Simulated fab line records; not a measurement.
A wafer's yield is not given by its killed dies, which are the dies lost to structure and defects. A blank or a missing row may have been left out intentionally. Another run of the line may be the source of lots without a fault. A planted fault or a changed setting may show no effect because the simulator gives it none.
fab line records || flow nand_harc || part 2 of 2: steps 26 to 36 of 36
record {"lots": 5, "wafers": 15, "last_day": 30}
route steps=1302 shown A_M0@1163 A_M1@1169
lots that met no fault: from a run of the same line without faults
start_h: hours from the record's opening day to when the first of the lot's shown wafers began || wait_h: hours from the lot's prior step to this one || " identical to the entry in the row above || L1.1+2: one row covering several wafers at once || - either no value or no given start || * or withheld: withheld || < > ~ a bound
route shown NAME@n: a module of which the file shows steps, and the number in the route of the first || usual: the fault-free wafers' mean and standard deviation || same: alike in all rows || chamber/n: place in a boat || sites: readings site by site || _std_site: the standard deviation of these || _edge_site: mean of outer sites minus mean of inner sites || radius_mm: for every site, how far away it sits from the centre of the wafer || mask NAME#n: copy n || behind: the most recent tool/chamber to have shaped the wafer || hold: the reason the lot was held/the length of the hold in hours/how it ended || device: the n, p or np transistor that did not switch || end of line: tests run on the same wafers once the route is complete || for a step that has no rows: nothing shown but its recipe || killed: at the first sort, the dies lost to defects and structure; wafer yield is something else || map: shows each die of a wafer: x if killed, . if not, _ if none is there
set.NAME: the run value of the setting; set.NAME@STEP: its run value at that earlier step || model.NAME: the simulator's own value behind a step, which no gauge read
lots at selected steps of the route; one table per step, one row per wafer
services: from which hour (start_h, from the record's first day; less than 0 if before it) a tool's chamber was out of use, for how many hours, and why
## steps
# step NHARC_A_M1_DEGAS_29
# recipe {"temp_c": 250, "time_s": 60}
# usual {"heater_power_w": "329/27", "susceptor_temp_C": "249.98/0.17"}
{"lot.wafer": "L076.2", "tool": "pvd_sputter-02", "chamber": "-", "start_h": 552.87, "wait_h": "-", "heater_power_w": 350, "susceptor_temp_C": 250.11}
{"lot.wafer": "L076.1", "tool": "pvd_sputter-02", "chamber": "-", "start_h": 552.87, "wait_h": "-", "heater_power_w": 302, "susceptor_temp_C": 250.06}
{"lot.wafer": "L076.6", "tool": "pvd_sputter-02", "chamber": "-", "start_h": 552.87, "wait_h": "-", "heater_power_w": 334, "susceptor_temp_C": 250.19}
{"lot.wafer": "L082.2", "tool": "pvd_sputter-02", "chamber": "-", "start_h": 607.20, "wait_h": "-", "heater_power_w": 313, "susceptor_temp_C": 250.20}
{"lot.wafer": "L082.4", "tool": "pvd_sputter-02", "chamber": "-", "start_h": 607.20, "wait_h": "-", "heater_power_w": 311, "susceptor_temp_C": 250.23}
{"lot.wafer": "L082.6", "tool": "pvd_sputter-02", "chamber": "-", "start_h": 607.20, "wait_h": "-", "heater_power_w": 315, "susceptor_temp_C": 250.06}
{"lot.wafer": "L083.2", "tool": "pvd_sputter-01", "chamber": "-", "start_h": 618.44, "wait_h": "-", "heater_power_w": 336, "susceptor_temp_C": "-"}
{"lot.wafer": "L083.1", "tool": "pvd_sputter-01", "chamber": "-", "start_h": 618.44, "wait_h": "-", "heater_power_w": 296, "susceptor_temp_C": "-"}
{"lot.wafer": "L083.6", "tool": "pvd_sputter-01", "chamber": "-", "start_h": 618.44, "wait_h": "-", "heater_power_w": 337, "susceptor_temp_C": "-"}
{"lot.wafer": "L084.3", "tool": "pvd_sputter-03", "chamber": "-", "start_h": 667.63, "wait_h": "-", "heater_power_w": 387, "susceptor_temp_C": 249.87}
{"lot.wafer": "L084.1", "tool": "pvd_sputter-03", "chamber": "-", "start_h": 667.63, "wait_h": "-", "heater_power_w": 279, "susceptor_temp_C": 250.01}
{"lot.wafer": "L084.5", "tool": "pvd_sputter-03", "chamber": "-", "start_h": 667.63, "wait_h": "-", "heater_power_w": 342, "susceptor_temp_C": 250.10}
{"lot.wafer": "L089.3", "tool": "pvd_sputter-03", "chamber": "-", "start_h": 674.87, "wait_h": "-", "heater_power_w": 279, "susceptor_temp_C": 250.06}
{"lot.wafer": "L089.6", "tool": "pvd_sputter-03", "chamber": "-", "start_h": 674.87, "wait_h": "-", "heater_power_w": 380, "susceptor_temp_C": 249.94}
{"lot.wafer": "L089.5", "tool": "pvd_sputter-03", "chamber": "-", "start_h": 674.87, "wait_h": "-", "heater_power_w": 279, "susceptor_temp_C": 249.95}
# step NHARC_A_M1_PRE_CLEAN_30
# recipe {"time_s": 30, "temp_c": 280, "gas": "H2/He"}
# usual {"heater_power_w": "399/33", "susceptor_temp_C": "279.99/0.16"}
{"lot.wafer": "L076.2", "tool": "pvd_sputter-02", "chamber": "-", "start_h": "-", "wait_h": "-", "heater_power_w": 392, "susceptor_temp_C": 279.94}
{"lot.wafer": "L076.1", "tool": "pvd_sputter-02", "chamber": "-", "start_h": "-", "wait_h": "-", "heater_power_w": 391, "susceptor_temp_C": 279.57}
{"lot.wafer": "L076.6", "tool": "pvd_sputter-02", "chamber": "-", "start_h": "-", "wait_h": "-", "heater_power_w": 397, "susceptor_temp_C": 279.89}
{"lot.wafer": "L082.2", "tool": "pvd_sputter-02", "chamber": "-", "start_h": "-", "wait_h": "-", "heater_power_w": 377, "susceptor_temp_C": 279.90}
{"lot.wafer": "L082.4", "tool": "pvd_sputter-02", "chamber": "-", "start_h": "-", "wait_h": "-", "heater_power_w": 428, "susceptor_temp_C": 280.10}
{"lot.wafer": "L082.6", "tool": "pvd_sputter-02", "chamber": "-", "start_h": "-", "wait_h": "-", "heater_power_w": 376, "susceptor_temp_C": 279.91}
{"lot.wafer": "L083.1", "tool": "pvd_sputter-01", "chamber": "-", "start_h": "-", "wait_h": "-", "heater_power_w": 377, "susceptor_temp_C": 280.07}
{"lot.wafer": "L083.2", "tool": "pvd_sputter-01", "chamber": "-", "start_h": "-", "wait_h": "-", "heater_power_w": 420, "susceptor_temp_C": 280.03}
{"lot.wafer": "L083.6", "tool": "pvd_sputter-01", "chamber": "-", "start_h": "-", "wait_h": "-", "heater_power_w": 375, "susceptor_temp_C": 279.83}
{"lot.wafer": "L084.3", "tool": "pvd_sputter-03", "chamber": "-", "start_h": "-", "wait_h": "-", "heater_power_w": 462, "susceptor_temp_C": 279.97}
{"lot.wafer": "L084.1", "tool": "pvd_sputter-03", "chamber": "-", "start_h": "-", "wait_h": "-", "heater_power_w": 426, "susceptor_temp_C": 279.96}
{"lot.wafer": "L084.5", "tool": "pvd_sputter-03", "chamber": "-", "start_h": "-", "wait_h": "-", "heater_power_w": 466, "susceptor_temp_C": 280.00}
{"lot.wafer": "L089.3", "tool": "pvd_sputter-03", "chamber": "-", "start_h": "-", "wait_h": "-", "heater_power_w": 411, "susceptor_temp_C": 280.13}
{"lot.wafer": "L089.6", "tool": "pvd_sputter-03", "chamber": "-", "start_h": "-", "wait_h": "-", "heater_power_w": 468, "susceptor_temp_C": 280.07}
{"lot.wafer": "L089.5", "tool": "pvd_sputter-03", "chamber": "-", "start_h": "-", "wait_h": "-", "heater_power_w": 339, "susceptor_temp_C": 280.08}
# step NHARC_A_M1_PVD_20
# recipe {"target_thk_a": 50, "bias_v": 168.6, "power_w": 15000, "chamber_pressure_pa": 0.12, "time_s": 8.06, "substrate_temp_c": 50, "material": "TaN"}
# usual {"throttle_valve_pct": "29.7/1.2"}
{"lot.wafer": "L076.2", "tool": "pvd_sputter-02", "chamber": "-", "start_h": "-", "wait_h": "-", "throttle_valve_pct": 29.0}
{"lot.wafer": "L076.1", "tool": "pvd_sputter-02", "chamber": "-", "start_h": "-", "wait_h": "-", "throttle_valve_pct": 27.9}
{"lot.wafer": "L076.6", "tool": "pvd_sputter-02", "chamber": "-", "start_h": "-", "wait_h": "-", "throttle_valve_pct": 29.3}
{"lot.wafer": "L082.2", "tool": "pvd_sputter-02", "chamber": "-", "start_h": "-", "wait_h": "-", "throttle_valve_pct": 27.8}
{"lot.wafer": "L082.4", "tool": "pvd_sputter-02", "chamber": "-", "start_h": "-", "wait_h": "-", "throttle_valve_pct": 29.5}
{"lot.wafer": "L082.6", "tool": "pvd_sputter-02", "chamber": "-", "start_h": "-", "wait_h": "-", "throttle_valve_pct": 29.7}
{"lot.wafer": "L083.2", "tool": "pvd_sputter-01", "chamber": "-", "start_h": "-", "wait_h": "-", "throttle_valve_pct": 29.5}
{"lot.wafer": "L083.1", "tool": "pvd_sputter-01", "chamber": "-", "start_h": "-", "wait_h": "-", "throttle_valve_pct": 29.9}
{"lot.wafer": "L083.6", "tool": "pvd_sputter-01", "chamber": "-", "start_h": "-", "wait_h": "-", "throttle_valve_pct": 30.2}
{"lot.wafer": "L084.1", "tool": "pvd_sputter-03", "chamber": "-", "start_h": "-", "wait_h": "-", "throttle_valve_pct": 32.3}
{"lot.wafer": "L084.3", "tool": "pvd_sputter-03", "chamber": "-", "start_h": "-", "wait_h": "-", "throttle_valve_pct": 30.8}
{"lot.wafer": "L084.5", "tool": "pvd_sputter-03", "chamber": "-", "start_h": "-", "wait_h": "-", "throttle_valve_pct": 32.1}
{"lot.wafer": "L089.3", "tool": "pvd_sputter-03", "chamber": "-", "start_h": "-", "wait_h": "-", "throttle_valve_pct": 32.5}
{"lot.wafer": "L089.5", "tool": "pvd_sputter-03", "chamber": "-", "start_h": "-", "wait_h": "-", "throttle_valve_pct": 29.2}
{"lot.wafer": "L089.6", "tool": "pvd_sputter-03", "chamber": "-", "start_h": "-", "wait_h": "-", "throttle_valve_pct": 31.0}
# step NHARC_A_M1_PVD_21
# recipe {"target_thk_a": 300, "chamber_pressure_pa": 5, "power_w": 5000, "substrate_temp_c": 30, "time_s": 20.49, "material": "Cu"}
# usual {"throttle_valve_pct": "29.7/1.3"}
{"lot.wafer": "L076.1", "tool": "pvd_sputter-02", "chamber": "-", "start_h": "-", "wait_h": "-", "throttle_valve_pct": 29.3}
{"lot.wafer": "L076.2", "tool": "pvd_sputter-02", "chamber": "-", "start_h": "-", "wait_h": "-", "throttle_valve_pct": 29.1}
{"lot.wafer": "L076.6", "tool": "pvd_sputter-02", "chamber": "-", "start_h": "-", "wait_h": "-", "throttle_valve_pct": 29.4}
{"lot.wafer": "L082.4", "tool": "pvd_sputter-02", "chamber": "-", "start_h": "-", "wait_h": "-", "throttle_valve_pct": 29.1}
{"lot.wafer": "L082.2", "tool": "pvd_sputter-02", "chamber": "-", "start_h": "-", "wait_h": "-", "throttle_valve_pct": 29.3}
{"lot.wafer": "L082.6", "tool": "pvd_sputter-02", "chamber": "-", "start_h": "-", "wait_h": "-", "throttle_valve_pct": 29.4}
{"lot.wafer": "L083.1", "tool": "pvd_sputter-01", "chamber": "-", "start_h": "-", "wait_h": "-", "throttle_valve_pct": 31.6}
{"lot.wafer": "L083.2", "tool": "pvd_sputter-01", "chamber": "-", "start_h": "-", "wait_h": "-", "throttle_valve_pct": 30.0}
{"lot.wafer": "L083.6", "tool": "pvd_sputter-01", "chamber": "-", "start_h": "-", "wait_h": "-", "throttle_valve_pct": 30.0}
{"lot.wafer": "L084.1", "tool": "pvd_sputter-03", "chamber": "-", "start_h": "-", "wait_h": "-", "throttle_valve_pct": 32.4}
{"lot.wafer": "L084.3", "tool": "pvd_sputter-03", "chamber": "-", "start_h": "-", "wait_h": "-", "throttle_valve_pct": 29.2}
{"lot.wafer": "L084.5", "tool": "pvd_sputter-03", "chamber": "-", "start_h": "-", "wait_h": "-", "throttle_valve_pct": 29.3}
{"lot.wafer": "L089.3", "tool": "pvd_sputter-03", "chamber": "-", "start_h": "-", "wait_h": "-", "throttle_valve_pct": 31.2}
{"lot.wafer": "L089.5", "tool": "pvd_sputter-03", "chamber": "-", "start_h": "-", "wait_h": "-", "throttle_valve_pct": 32.5}
{"lot.wafer": "L089.6", "tool": "pvd_sputter-03", "chamber": "-", "start_h": "-", "wait_h": "-", "throttle_valve_pct": 29.1}
# step NHARC_A_M1_ECD_22
# recipe {"target_thk_a": 4000, "bath_temp_c": 25, "material": "Cu"}
{"lot.wafer": "L076.1+2+6", "tool": "ecd_cu-01", "chamber": "0,1,1", "start_h": 553.23, "wait_h": "-"}
{"lot.wafer": "L082.2+4+6", "tool": "ecd_cu-02", "chamber": "1,1,0", "start_h": 607.61, "wait_h": "-"}
{"lot.wafer": "L083.2+1+6", "tool": "ecd_cu-01", "chamber": "0,1,1", "start_h": 618.80, "wait_h": "-"}
{"lot.wafer": "L084.1+3+5", "tool": "ecd_cu-01", "chamber": "1,0,1", "start_h": 667.98, "wait_h": "-"}
{"lot.wafer": "L089.3+5+6", "tool": "ecd_cu-01", "chamber": "1,1,0", "start_h": 675.33, "wait_h": "-"}
# step NHARC_A_M1_ANNEAL_31
# recipe {"temp_c": 225, "time_s": 90}
# usual {"wafer_temp_C_max": "226.34/0.27"}
{"lot.wafer": "L076.1", "tool": "rtp_anneal-01", "chamber": 0, "start_h": 553.60, "wait_h": "-", "wafer_temp_C_max": 226.20}
{"lot.wafer": "L076.2", "tool": "rtp_anneal-01", "chamber": 0, "start_h": 553.60, "wait_h": "-", "wafer_temp_C_max": 226.57}
{"lot.wafer": "L076.6", "tool": "rtp_anneal-01", "chamber": 0, "start_h": 553.60, "wait_h": "-", "wafer_temp_C_max": 225.97}
{"lot.wafer": "L082.2", "tool": "rtp_anneal-01", "chamber": 0, "start_h": 607.99, "wait_h": "-", "wafer_temp_C_max": 226.37}
{"lot.wafer": "L082.4", "tool": "rtp_anneal-01", "chamber": 0, "start_h": 607.99, "wait_h": "-", "wafer_temp_C_max": 225.93}
{"lot.wafer": "L082.6", "tool": "rtp_anneal-01", "chamber": 0, "start_h": 607.99, "wait_h": "-", "wafer_temp_C_max": 226.09}
{"lot.wafer": "L083.1", "tool": "rtp_anneal-02", "chamber": 0, "start_h": 619.17, "wait_h": "-", "wafer_temp_C_max": 226.42}
{"lot.wafer": "L083.2", "tool": "rtp_anneal-02", "chamber": 0, "start_h": 619.17, "wait_h": "-", "wafer_temp_C_max": 226.46}
{"lot.wafer": "L083.6", "tool": "rtp_anneal-02", "chamber": 0, "start_h": 619.17, "wait_h": "-", "wafer_temp_C_max": 225.89}
{"lot.wafer": "L084.1", "tool": "rtp_anneal-01", "chamber": 0, "start_h": 668.35, "wait_h": "-", "wafer_temp_C_max": 226.17}
{"lot.wafer": "L084.3", "tool": "rtp_anneal-01", "chamber": 0, "start_h": 668.35, "wait_h": "-", "wafer_temp_C_max": 226.07}
{"lot.wafer": "L084.5", "tool": "rtp_anneal-01", "chamber": 0, "start_h": 668.35, "wait_h": "-", "wafer_temp_C_max": 226.00}
{"lot.wafer": "L089.3", "tool": "rtp_anneal-01", "chamber": 0, "start_h": 675.71, "wait_h": "-", "wafer_temp_C_max": 226.35}
{"lot.wafer": "L089.5", "tool": "rtp_anneal-01", "chamber": 0, "start_h": 675.71, "wait_h": "-", "wafer_temp_C_max": 226.06}
{"lot.wafer": "L089.6", "tool": "rtp_anneal-01", "chamber": 0, "start_h": 675.71, "wait_h": "-", "wafer_temp_C_max": 226.27}
# step NHARC_A_M1_CMP_23
# recipe {"t_overpolish_s": 20, "target_thk_nm": 154.34}
# usual {"motor_current_A": "12.6/0.87", "time_to_endpoint_s": "28.1/2.7"}
{"lot.wafer": "L076.2", "tool": "cmp-03", "chamber": 0, "start_h": 553.95, "wait_h": "-", "motor_current_A": 12.0, "time_to_endpoint_s": 28.5}
{"lot.wafer": "L076.1", "tool": "cmp-03", "chamber": 3, "start_h": 553.95, "wait_h": "-", "motor_current_A": 15.2, "time_to_endpoint_s": 28.3}
{"lot.wafer": "L076.6", "tool": "cmp-03", "chamber": 0, "start_h": 553.95, "wait_h": "-", "motor_current_A": 11.7, "time_to_endpoint_s": 26.1}
{"lot.wafer": "L082.4", "tool": "cmp-03", "chamber": 0, "start_h": 608.29, "wait_h": "-", "motor_current_A": 11.4, "time_to_endpoint_s": 27.2}
{"lot.wafer": "L082.2", "tool": "cmp-03", "chamber": 2, "start_h": 608.29, "wait_h": "-", "motor_current_A": 13.2, "time_to_endpoint_s": 29.1}
{"lot.wafer": "L082.6", "tool": "cmp-03", "chamber": 1, "start_h": 608.29, "wait_h": "-", "motor_current_A": 13.2, "time_to_endpoint_s": 24.2}
{"lot.wafer": "L083.1", "tool": "cmp-02", "chamber": 2, "start_h": 619.50, "wait_h": "-", "motor_current_A": 13.0, "time_to_endpoint_s": 25.9}
{"lot.wafer": "L083.2", "tool": "cmp-02", "chamber": 0, "start_h": 619.50, "wait_h": "-", "motor_current_A": 12.7, "time_to_endpoint_s": 21.8}
{"lot.wafer": "L083.6", "tool": "cmp-02", "chamber": 2, "start_h": 619.50, "wait_h": "-", "motor_current_A": 13.2, "time_to_endpoint_s": 25.7}
{"lot.wafer": "L084.3", "tool": "cmp-01", "chamber": 0, "start_h": 668.72, "wait_h": "-", "motor_current_A": 11.4, "time_to_endpoint_s": 32.9}
{"lot.wafer": "L084.1", "tool": "cmp-01", "chamber": 2, "start_h": 668.72, "wait_h": "-", "motor_current_A": 11.4, "time_to_endpoint_s": 28.8}
{"lot.wafer": "L084.5", "tool": "cmp-01", "chamber": 3, "start_h": 668.72, "wait_h": "-", "motor_current_A": 12.3, "time_to_endpoint_s": 29.9}
{"lot.wafer": "L089.3", "tool": "cmp-03", "chamber": 0, "start_h": 675.95, "wait_h": "-", "motor_current_A": 11.7, "time_to_endpoint_s": 32.8}
{"lot.wafer": "L089.5", "tool": "cmp-03", "chamber": 0, "start_h": 675.95, "wait_h": "-", "motor_current_A": 11.5, "time_to_endpoint_s": 29.0}
{"lot.wafer": "L089.6", "tool": "cmp-03", "chamber": 1, "start_h": 675.95, "wait_h": "-", "motor_current_A": 13.1, "time_to_endpoint_s": 26.9}
# step NHARC_A_M1_THK_MEAS_24
# recipe {"thk_meas_gauge": "xrf"}
# usual {"thk_nm": "154.4/1.5"}
{"lot.wafer": "L076.1", "tool": "film_metro-01", "chamber": "-", "start_h": 554.26, "wait_h": "-", "thk_nm": 153.8}
{"lot.wafer": "L076.2", "tool": "film_metro-01", "chamber": "-", "start_h": 554.26, "wait_h": "-", "thk_nm": 154.4}
{"lot.wafer": "L076.6", "tool": "film_metro-01", "chamber": "-", "start_h": 554.26, "wait_h": "-", "thk_nm": 153.8}
{"lot.wafer": "L082.2", "tool": "film_metro-01", "chamber": "-", "start_h": 608.60, "wait_h": "-", "thk_nm": 154.5}
{"lot.wafer": "L082.4", "tool": "film_metro-01", "chamber": "-", "start_h": 608.60, "wait_h": "-", "thk_nm": 152.7}
{"lot.wafer": "L082.6", "tool": "film_metro-01", "chamber": "-", "start_h": 608.60, "wait_h": "-", "thk_nm": 153.4}
{"lot.wafer": "L083.1", "tool": "film_metro-02", "chamber": "-", "start_h": 619.82, "wait_h": "-", "thk_nm": 152.9}
{"lot.wafer": "L083.2", "tool": "film_metro-02", "chamber": "-", "start_h": 619.82, "wait_h": "-", "thk_nm": 153.1}
{"lot.wafer": "L083.6", "tool": "film_metro-02", "chamber": "-", "start_h": 619.82, "wait_h": "-", "thk_nm": 155.0}
{"lot.wafer": "L084.1", "tool": "film_metro-01", "chamber": "-", "start_h": 669.01, "wait_h": "-", "thk_nm": 156.3}
{"lot.wafer": "L084.3", "tool": "film_metro-01", "chamber": "-", "start_h": 669.01, "wait_h": "-", "thk_nm": 156.1}
{"lot.wafer": "L084.5", "tool": "film_metro-01", "chamber": "-", "start_h": 669.01, "wait_h": "-", "thk_nm": 155.0}
{"lot.wafer": "L089.3", "tool": "film_metro-02", "chamber": "-", "start_h": 676.26, "wait_h": "-", "thk_nm": 153.3}
{"lot.wafer": "L089.5", "tool": "film_metro-02", "chamber": "-", "start_h": 676.26, "wait_h": "-", "thk_nm": 155.2}
{"lot.wafer": "L089.6", "tool": "film_metro-02", "chamber": "-", "start_h": 676.26, "wait_h": "-", "thk_nm": 154.6}
# step NHARC_A_M1_SRD_25
{"lot.wafer": "L076.6+2+1", "tool": "wet_bench-10", "chamber": "4,5,6", "start_h": 554.30, "wait_h": 0.0}
{"lot.wafer": "L082.2+4+6", "tool": "wet_bench-10", "chamber": "2,4,5", "start_h": 608.64, "wait_h": 0.0}
{"lot.wafer": "L083.6+1+2", "tool": "wet_bench-08", "chamber": "6,0,2", "start_h": 619.86, "wait_h": 0.0}
{"lot.wafer": "L084.1+3+5", "tool": "wet_bench-08", "chamber": "6,0,2", "start_h": 669.05, "wait_h": 0.0}
{"lot.wafer": "L089.6+3+5", "tool": "wet_bench-10", "chamber": "3,4,5", "start_h": 676.32, "wait_h": 0.0}
# step NHARC_A_M1_INSPECT_27
# usual {"raw_defect_count": "540/130"}
{"lot.wafer": "L076.1", "tool": "defect_inspect-02", "chamber": "-", "start_h": 554.42, "wait_h": 0.0, "raw_defect_count": 493}
{"lot.wafer": "L076.2", "tool": "defect_inspect-02", "chamber": "-", "start_h": 554.42, "wait_h": 0.0, "raw_defect_count": 428}
{"lot.wafer": "L076.6", "tool": "defect_inspect-02", "chamber": "-", "start_h": 554.42, "wait_h": 0.0, "raw_defect_count": 520}
{"lot.wafer": "L082.2", "tool": "defect_inspect-02", "chamber": "-", "start_h": 608.76, "wait_h": 0.0, "raw_defect_count": 609}
{"lot.wafer": "L082.4", "tool": "defect_inspect-02", "chamber": "-", "start_h": 608.76, "wait_h": 0.0, "raw_defect_count": 740}
{"lot.wafer": "L082.6", "tool": "defect_inspect-02", "chamber": "-", "start_h": 608.76, "wait_h": 0.0, "raw_defect_count": 601}
{"lot.wafer": "L083.1", "tool": "defect_inspect-01", "chamber": "-", "start_h": 619.97, "wait_h": 0.0, "raw_defect_count": 363}
{"lot.wafer": "L083.2", "tool": "defect_inspect-01", "chamber": "-", "start_h": 619.97, "wait_h": 0.0, "raw_defect_count": 352}
{"lot.wafer": "L083.6", "tool": "defect_inspect-01", "chamber": "-", "start_h": 619.97, "wait_h": 0.0, "raw_defect_count": 430}
{"lot.wafer": "L084.1", "tool": "defect_inspect-01", "chamber": "-", "start_h": 669.16, "wait_h": 0.0, "raw_defect_count": 504}
{"lot.wafer": "L084.3", "tool": "defect_inspect-01", "chamber": "-", "start_h": 669.16, "wait_h": 0.0, "raw_defect_count": 510}
{"lot.wafer": "L084.5", "tool": "defect_inspect-01", "chamber": "-", "start_h": 669.16, "wait_h": 0.0, "raw_defect_count": 418}
{"lot.wafer": "L089.3", "tool": "defect_inspect-01", "chamber": "-", "start_h": 676.42, "wait_h": 0.0, "raw_defect_count": 586}
{"lot.wafer": "L089.5", "tool": "defect_inspect-01", "chamber": "-", "start_h": 676.42, "wait_h": 0.0, "raw_defect_count": 675}
{"lot.wafer": "L089.6", "tool": "defect_inspect-01", "chamber": "-", "start_h": 676.42, "wait_h": 0.0, "raw_defect_count": 710}
# step NHARC_A_M1_PRE_CLEAN_32
# recipe {"time_s": 12, "temp_c": 370, "rf_power_w": 300, "gas": "NH3"}
# usual {"heater_power_w": "605/50", "susceptor_temp_C": "370.01/0.24"}
{"lot.wafer": "L076.2", "tool": "pecvd-02", "chamber": 0, "start_h": 554.49, "wait_h": 0.1, "heater_power_w": 596, "since_wet_clean_h": 133, "susceptor_temp_C": 370.13}
{"lot.wafer": "L076.1", "tool": "pecvd-02", "chamber": 1, "start_h": 554.49, "wait_h": 0.1, "heater_power_w": 522, "since_wet_clean_h": 133, "susceptor_temp_C": 369.88}
{"lot.wafer": "L076.6", "tool": "pecvd-02", "chamber": 2, "start_h": 554.49, "wait_h": 0.1, "heater_power_w": 672, "since_wet_clean_h": "-", "susceptor_temp_C": 370.01}
{"lot.wafer": "L082.2", "tool": "pecvd-03", "chamber": 1, "start_h": 608.82, "wait_h": 0.1, "heater_power_w": 615, "since_wet_clean_h": 49, "susceptor_temp_C": 370.51}
{"lot.wafer": "L082.4", "tool": "pecvd-03", "chamber": 1, "start_h": 608.82, "wait_h": 0.1, "heater_power_w": 614, "since_wet_clean_h": "-", "susceptor_temp_C": 370.23}
{"lot.wafer": "L082.6", "tool": "pecvd-03", "chamber": 0, "start_h": 608.82, "wait_h": 0.1, "heater_power_w": 638, "since_wet_clean_h": "-", "susceptor_temp_C": 370.10}
{"lot.wafer": "L083.2", "tool": "pecvd-03", "chamber": 0, "start_h": 620.04, "wait_h": 0.1, "heater_power_w": 550, "since_wet_clean_h": 60, "susceptor_temp_C": 370.24}
{"lot.wafer": "L083.1", "tool": "pecvd-03", "chamber": 2, "start_h": 620.04, "wait_h": 0.1, "heater_power_w": 584, "since_wet_clean_h": 60, "susceptor_temp_C": 370.36}
{"lot.wafer": "L083.6", "tool": "pecvd-03", "chamber": 1, "start_h": 620.04, "wait_h": 0.1, "heater_power_w": 607, "since_wet_clean_h": "-", "susceptor_temp_C": 370.17}
{"lot.wafer": "L084.3", "tool": "pecvd-02", "chamber": 2, "start_h": 669.24, "wait_h": 0.1, "heater_power_w": 616, "since_wet_clean_h": 67, "susceptor_temp_C": 369.91}
{"lot.wafer": "L084.1", "tool": "pecvd-02", "chamber": 0, "start_h": 669.24, "wait_h": 0.1, "heater_power_w": 611, "since_wet_clean_h": 67, "susceptor_temp_C": 369.96}
{"lot.wafer": "L084.5", "tool": "pecvd-02", "chamber": 1, "start_h": 669.24, "wait_h": 0.1, "heater_power_w": 617, "since_wet_clean_h": "-", "susceptor_temp_C": 369.96}
{"lot.wafer": "L089.3", "tool": "pecvd-02", "chamber": 1, "start_h": 676.52, "wait_h": 0.1, "heater_power_w": 533, "since_wet_clean_h": 74, "susceptor_temp_C": 369.63}
{"lot.wafer": "L089.6", "tool": "pecvd-02", "chamber": 0, "start_h": 676.52, "wait_h": 0.1, "heater_power_w": 720, "since_wet_clean_h": "-", "susceptor_temp_C": 369.86}
{"lot.wafer": "L089.5", "tool": "pecvd-02", "chamber": 2, "start_h": 676.52, "wait_h": 0.1, "heater_power_w": 647, "since_wet_clean_h": "-", "susceptor_temp_C": 369.72}
## services
{"tool": "pvd_sputter-03", "chamber": "-", "start_h": 526.06, "hours": 10.0, "kind": "pm"}
{"tool": "rie_diel-09", "chamber": 0, "start_h": 535.80, "hours": 127.6, "kind": "repair"}
{"tool": "pvd_sputter-02", "chamber": "-", "start_h": 536.22, "hours": 3.3, "kind": "repair"}
{"tool": "pecvd-02", "chamber": 1, "start_h": 544.54, "hours": 8.6, "kind": "repair"}
{"tool": "pecvd-03", "chamber": "-", "start_h": 547.12, "hours": 13.0, "kind": "pm"}
{"tool": "litho_track-04", "chamber": "-", "start_h": 553.00, "hours": 7.0, "kind": "pm"}
{"tool": "pvd_sputter-02", "chamber": "-", "start_h": 554.03, "hours": 4.9, "kind": "repair"}
{"tool": "rie_diel-11", "chamber": 3, "start_h": 566.30, "hours": 7.3, "kind": "repair"}
{"tool": "pecvd-02", "chamber": "-", "start_h": 569.04, "hours": 1.0, "kind": "repair"}
{"tool": "rie_diel-02", "chamber": "-", "start_h": 570.74, "hours": 9.0, "kind": "pm"}
{"tool": "pecvd-04", "chamber": 2, "start_h": 577.50, "hours": 6.2, "kind": "repair"}
{"tool": "wet_bench-10", "chamber": "-", "start_h": 582.89, "hours": 1.5, "kind": "repair"}
{"tool": "rie_diel-09", "chamber": 2, "start_h": 586.40, "hours": 5.8, "kind": "repair"}
{"tool": "pecvd-02", "chamber": "-", "start_h": 589.21, "hours": 13.0, "kind": "pm"}
{"tool": "pvd_sputter-03", "chamber": "-", "start_h": 591.39, "hours": 1.1, "kind": "repair"}
{"tool": "rie_diel-11", "chamber": "-", "start_h": 609.50, "hours": 9.0, "kind": "pm"}
{"tool": "pecvd-04", "chamber": "-", "start_h": 631.00, "hours": 13.0, "kind": "pm"}
{"tool": "rie_diel-09", "chamber": 1, "start_h": 636.37, "hours": 12.3, "kind": "repair"}
{"tool": "pvd_sputter-02", "chamber": "-", "start_h": 638.00, "hours": 10.0, "kind": "pm"}
{"tool": "rie_diel-09", "chamber": 2, "start_h": 645.53, "hours": 10.0, "kind": "repair"}
{"tool": "wet_bench-08", "chamber": "-", "start_h": 646.43, "hours": 8.0, "kind": "pm"}
{"tool": "rie_diel-11", "chamber": "-", "start_h": 659.81, "hours": 0.3, "kind": "repair"}
{"tool": "wet_bench-10", "chamber": "-", "start_h": 663.20, "hours": 8.0, "kind": "pm"}
{"tool": "rie_diel-09", "chamber": "-", "start_h": 674.13, "hours": 9.0, "kind": "pm"}
